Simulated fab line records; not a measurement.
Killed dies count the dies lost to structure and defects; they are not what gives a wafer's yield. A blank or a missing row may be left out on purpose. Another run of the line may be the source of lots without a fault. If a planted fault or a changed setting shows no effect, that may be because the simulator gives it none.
3 desks, one fault	flow n5-finfet	numbers are kept per desk, each desk with only its own; the story behind them comes last

THE DEFECT DESK
What the inspections along the route counted, lot by lot: means of the sampled wafers that have a number. If a lot's mean is further than 4 standard deviations from the usual mean, the lot is out of limits and carries the mark OUT (the distance appears in the brackets).
Columns: A = raw-defect-count at N5_BEOL_M4_INSPECT_30, usual 423
lot	first seen here	A
L309	day 7 23:50	539
L311	day 8 12:27	432
L313	day 9 03:25	453
L315	day 9 22:02	396
L323	day 11 18:13	454
L330	day 13 04:57	398
This desk found nothing out of limits on any of the 6 lots.

TOOL OWNER'S DESK, rie-diel-04
The tool's own readings at N5_BEOL_M4_ETCH_70 (etches SOC in N2/H2, target depth 80 nm, overetch 24 nm, time 130 s): means of the sampled wafers that have a number, for each lot that ran on this tool. If a lot's mean is further than 4 standard deviations from the usual mean, the lot is out of limits and carries the mark OUT (the distance appears in the brackets).
Columns: A = drypump-motor-current-A at N5_BEOL_M4_ETCH_70, usual 5.7 A; B = h2-flow-sccm at N5_BEOL_M4_ETCH_70, usual 200.0 sccm; C = oes-product-au at N5_BEOL_M4_ETCH_70, usual 0.59 a.u.; D = rf-vpp-V at N5_BEOL_M4_ETCH_70, usual 522.2 V; E = showerhead-plenum-p-Torr at N5_BEOL_M4_ETCH_70, usual 2.48 Torr; F = throttle-valve-pct at N5_BEOL_M4_ETCH_70, usual 17.84 %
lot	first seen here	A	B	C	D	E	F
L309	day 8 02:26	5.8	199.9	0.55	523.4	2.49	18.02
L311	day 8 18:14	5.7	199.9	0.60	521.6	2.46	17.77
L313	day 9 07:56	5.7	200.1	0.56	521.8	2.47	17.96
L323	day 11 23:28	5.8	199.8	0.58	521.6	2.45	17.82
L330	day 13 09:10	5.7	200.4	0.57	520.7	2.45	17.84
This desk found nothing out of limits on any of the 5 lots.

METROLOGY DESK
Lot by lot, what the gauges showed, no matter which tool ran the lot: averages of those sampled wafers that carry a number. If a lot's mean is further than 4 standard deviations from the usual mean, the lot is out of limits and carries the mark OUT (the distance appears in the brackets). Only the readings that lie furthest out on some lot appear, 7 of the 12 it has.
Columns: A = cd-nm at N5_BEOL_M4_CD_MEAS_28, usual 26.3 nm; B = V3_OVL at N5_BEOL_M4_OVL_MEAS_29, usual -0.2 nm; C = DIBL_N at N5_BEOL_M4_RC_MEAS_101, usual 36.0 mV/V; D = IOFF_P at N5_BEOL_M4_RC_MEAS_101, usual 0.21 nA/um; E = ION_P at N5_BEOL_M4_RC_MEAS_101, usual 464 uA/um; F = SS_P at N5_BEOL_M4_RC_MEAS_101, usual 73.3 mV/dec; G = VT_P at N5_BEOL_M4_RC_MEAS_101, usual -249 mV
lot	first seen here	A	B	C	D	E	F	G
L309	day 7 23:44	26.2	-1.7	35.1	0.18	455	72.4	-251
L311	day 8 12:22	26.2	-0.3	34.3	0.21	469	73.4	-249
L313	day 9 03:19	26.4	-0.4	36.2	0.21	454	73.9	-251
L315	day 9 21:57	26.3	0.8	35.9	0.20	461	73.0	-252
L323	day 11 18:07	26.6	-0.3	35.3	0.22	466	73.5	-248
L330	day 13 04:52	26.4	-0.4	36.5	0.24	466	73.3	-245
This desk found nothing out of limits on any of the 6 lots.

ALL TOGETHER
No out-of-limits result turned up at the defect desk.
The desk of the tool owner found nothing out of limits.
At the metrology desk, nothing out of limits was observed.

WHAT THE SIMULATOR HAD PUT IN
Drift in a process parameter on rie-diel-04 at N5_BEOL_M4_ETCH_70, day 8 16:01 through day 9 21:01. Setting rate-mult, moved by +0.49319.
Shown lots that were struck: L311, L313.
